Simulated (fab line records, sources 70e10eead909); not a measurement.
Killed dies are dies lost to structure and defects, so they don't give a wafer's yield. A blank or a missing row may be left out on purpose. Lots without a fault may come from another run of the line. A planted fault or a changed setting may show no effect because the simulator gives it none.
Which tool did it? | flow nand_harc | 12 lots, 36 wafers sampled, at 2 steps of a route of 1302

WHAT THE GAUGES READ, wafer by wafer
NHARC_P_M0_THK_MEAS_24: measures by xrf.
lot  | measured     | on            | thk_nm (nm)
L075 | day 6 15:27  | film_metro-01 | 116.7 116.7 115.5
L077 | day 7 14:29  | film_metro-02 | 118.1 116.6 115.0
L079 | day 8 10:56  | film_metro-01 | 115.9 120.2 118.4
L081 | day 8 21:25  | film_metro-02 | 117.2 117.7 115.0
L083 | day 10 00:10 | film_metro-01 | 117.9 117.2 117.1
L085 | day 10 15:44 | film_metro-02 | 118.9 114.8 115.9
L087 | day 12 02:40 | film_metro-01 | 119.0 118.7 118.5
L089 | day 13 00:05 | film_metro-01 | 117.5 117.6 118.2
L091 | day 13 08:38 | film_metro-01 | 120.0 116.6 116.1
L093 | day 14 07:25 | film_metro-01 | 117.9 117.5 117.7
L095 | day 15 02:03 | film_metro-02 | 115.7 114.6 116.5
L097 | day 15 16:08 | film_metro-02 | 118.0 119.4 115.9

WHICH TOOL RAN EACH LOT (tool, then ch and the chambers of the sampled wafers, then the start)
lot  | NHARC_P_M0_PVD_21
L075 | pvd_sputter-03, day 6 15:27 or earlier
L077 | pvd_sputter-03, day 7 14:29 or earlier
L079 | pvd_sputter-01, day 8 10:56 or earlier
L081 | pvd_sputter-03, day 8 21:25 or earlier
L083 | pvd_sputter-01, day 10 00:10 or earlier
L085 | pvd_sputter-03, day 10 15:44 or earlier
L087 | pvd_sputter-03, day 12 02:40 or earlier
L089 | pvd_sputter-01, day 13 00:05 or earlier
L091 | pvd_sputter-03, day 13 08:38 or earlier
L093 | pvd_sputter-01, day 14 07:25 or earlier
L095 | pvd_sputter-03, day 15 02:03 or earlier
L097 | pvd_sputter-02, day 15 16:08 or earlier
- NHARC_P_M0_PVD_21: deposits Cu, target thk 30 nm, time 20.49 s.

THE ANSWER, worked out from the rows above alone
Rule: what is usual is taken from the lots themselves. Put in order of their means at a reading, lots are off if they are a third of the lots or fewer, leave a main group of 4 or more, and stand apart from it by a gap of 3 or more times the standard deviation of the main group's means; of several such gaps the widest counts. A main group whose means are all the same, to the digits that the tables above print for the reading, isn't used. A lot without any number at a reading at which 4 lots or more have one is off too. The other lots that the step has rows for count as sound.
No lot is off at any reading shown: from this, nothing can be told.

WHAT THE SIMULATOR HAD PUT IN
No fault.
